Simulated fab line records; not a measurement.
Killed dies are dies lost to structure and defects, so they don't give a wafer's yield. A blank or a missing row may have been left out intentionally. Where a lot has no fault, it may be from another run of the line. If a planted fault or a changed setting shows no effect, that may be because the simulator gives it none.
Split-lot trial -- flow n5_finfet -- 21 wafers read across 7 lots, on a route 1938 steps long

THE SPLIT
At N5_BEOL_M11_ETCH_66 (etches SOC in N2/H2, target depth 120 nm, overetch 24 nm, time 180 s), the setting time_s was moved away from the recipe's 180 s on 10 of the 21 wafers read, by -20.3% to +18.2%. The other wafers ran this setting at the recipe's value.

The split's own step is where the reading is taken.

THE READING
SiARC_of_BEOL_M11_COAT_64.thk_nm (the simulator's own value, which no gauge read), in nm, at N5_BEOL_M11_ETCH_66 (etches SOC in N2/H2, target depth 120 nm, overetch 24 nm, time 180 s). The file does not state a usual value for it. Here, 11 wafers ran the recipe; their average is 22.7 nm with a standard deviation of 0.16 nm.

wafer,"tool, chamber at the split","time_s as run, s",against the recipe,"SiARC_of_BEOL_M11_COAT_64.thk_nm, nm",against lot-mates on the recipe
L078.1,"rie_diel-04, 2",180,recipe,22.4,-
L078.2,"rie_diel-04, 0",180,recipe,22.8,-
L078.6,"rie_diel-04, 3",201.3,+11.8%,21.8,-0.8
L079.3,"rie_diel-02, 0",205.5,+14.2%,22,no lot-mate on the recipe
L079.5,"rie_diel-02, 0",205.5,+14.2%,22,no lot-mate on the recipe
L079.4,"rie_diel-02, 1",205.5,+14.2%,21.6,no lot-mate on the recipe
L087.3,"rie_diel-02, 3,0,2",180,recipe,22.8,-
L087.4,"rie_diel-02, 3,0,2",180,recipe,22.8,-
L087.6,"rie_diel-02, 3,0,2",180,recipe,22.8,-
L088.4,"rie_diel-04, 2",143.5,-20.3%,24.2,+1.4
L088.5,"rie_diel-04, 3",180,recipe,23,-
L088.6,"rie_diel-04, 2",180,recipe,22.6,-
L091.1,"rie_diel-04, 3",180,recipe,22.8,-
L091.3,"rie_diel-04, 1",180,recipe,22.6,-
L091.4,"rie_diel-04, 1",209,+16.1%,21.4,-1.3
L093.1,"rie_diel-02, 1",180,recipe,22.6,-
L093.3,"rie_diel-02, 3",212.8,+18.2%,21.6,-1.0
L093.4,"rie_diel-02, 0",212.8,+18.2%,21.8,-0.8
L097.2,"rie_diel-04, 0",191.8,+6.6%,22.4,-0.2
L097.4,"rie_diel-04, 3",180,recipe,22.6,-
L097.5,"rie_diel-04, 0",191.8,+6.6%,22.2,-0.4
If several chambers appear in one row, that row covers several wafers at once and the file leaves open which wafer was in which chamber.

THE FIT
A straight line over all 21 wafers: SiARC_of_BEOL_M11_COAT_64.thk_nm changes by -0.0658 nm for each +1% of time_s; r = -0.96; the points scatter about the line by 0.18 nm.
The same after taking each lot's own level away (the mean of its wafers on the recipe; 18 wafers): -0.0621 nm for each +1%; r = -0.96; scatter 0.17 nm.
That fit puts the effect of the largest move of time_s on the reading at 1.3 nm.
Measured against the standard deviation above, the lots' own levels, which go from 22.60 to 22.80 nm, span 1.3 times it.
So the lot-to-lot level changes the slope little: the two slopes agree.
Check: with one of the wafers moved furthest among these (-20.3%) left out of the fit, the line predicts +1.19 nm for it against its lot-mates. It came out at +1.4 nm against them.

THESE WAFERS: OTHER SPLITS
Other splits were also applied to these wafers ahead of the reading. Each is held against what the fit with the lots' levels taken away leaves over:
other split on the same wafers,wafers away from the commonest value,r with SiARC_of_BEOL_M11_COAT_64.thk_nm (lot level and that fit taken away)
N5_BEOL_M7_COAT_60 spin_rpm,6,-0.03
N5_BEOL_M8_ETCH_61 bias_w,9,+0.19
N5_BEOL_M8_COAT_22 spin_rpm,5,-0.12
N5_BEOL_M8_DESCUM_33 time_s,7,+0.04
N5_BEOL_M9_ETCH_65 bias_w,4,+0.17
N5_BEOL_M9_VIA_ETCH_34 source_w,5,+0.06
N5_BEOL_M10_COAT_63 spin_rpm,7,-0.03
N5_BEOL_M10_EXPOSE_25 dose_mj,5,-0.27

THE FILE'S OWN FIT
SiARC_of_BEOL_M11_COAT_64.thk_nm changes by -0.0651 nm for each +1% of time_s, r = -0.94.
